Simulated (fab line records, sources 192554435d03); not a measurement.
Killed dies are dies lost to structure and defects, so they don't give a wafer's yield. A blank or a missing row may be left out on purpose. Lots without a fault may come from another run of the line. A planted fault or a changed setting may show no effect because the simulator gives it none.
Which tool did it? | flow n5_finfet | 12 lots, 36 wafers sampled, at 1 step of a route of 1938

WHAT THE GAUGES READ, wafer by wafer
N5_BEOL_M14_CD_MEAS_28: target cd 284.4 nm.
lot  | measured     | on        | cd_nm (nm)
L074 | day 11 15:08 | cd_sem-02 | 287.4 285.7 289.3
L075 | day 11 16:26 | cd_sem-03 | 288.9 285.9 286.4
L079 | day 12 13:14 | cd_sem-03 | 281.9 285.9 283.4
L082 | day 13 18:34 | cd_sem-03 | 283.9 285.5 286.3
L085 | day 13 19:38 | cd_sem-01 | 283.8 280.9 283.3
L084 | day 13 21:54 | cd_sem-01 | 285.8 287.0 286.1
L088 | day 14 23:17 | cd_sem-03 | 282.9 285.7 284.0
L089 | day 15 19:32 | cd_sem-03 | 286.3 284.8 285.5
L091 | day 15 19:56 | cd_sem-01 | 286.0 285.5 284.9
L092 | day 16 00:36 | cd_sem-03 | 285.4 285.0 288.5
L094 | day 17 11:29 | cd_sem-03 | 285.9 284.8 289.0
L096 | day 17 22:27 | cd_sem-01 | 280.3 284.0 285.1

WHICH TOOL RAN EACH LOT (tool, then ch and the chambers of the sampled wafers, then the start)
The record holds no process step before these readings.

THE ANSWER, worked out from the rows above alone
Rule: what is usual is taken from the lots themselves. Put in order of their means at a reading, lots are off if they are a third of the lots or fewer, leave a main group of 4 or more, and stand apart from it by a gap of 3 or more times the standard deviation of the main group's means; of several such gaps the widest counts. A main group whose means are all the same, to the digits that the tables above print for the reading, isn't used. A lot without any number at a reading at which 4 lots or more have one is off too. The other lots that the step has rows for count as sound.
No lot is off at any reading shown: from this, nothing can be told.

WHAT THE SIMULATOR HAD PUT IN
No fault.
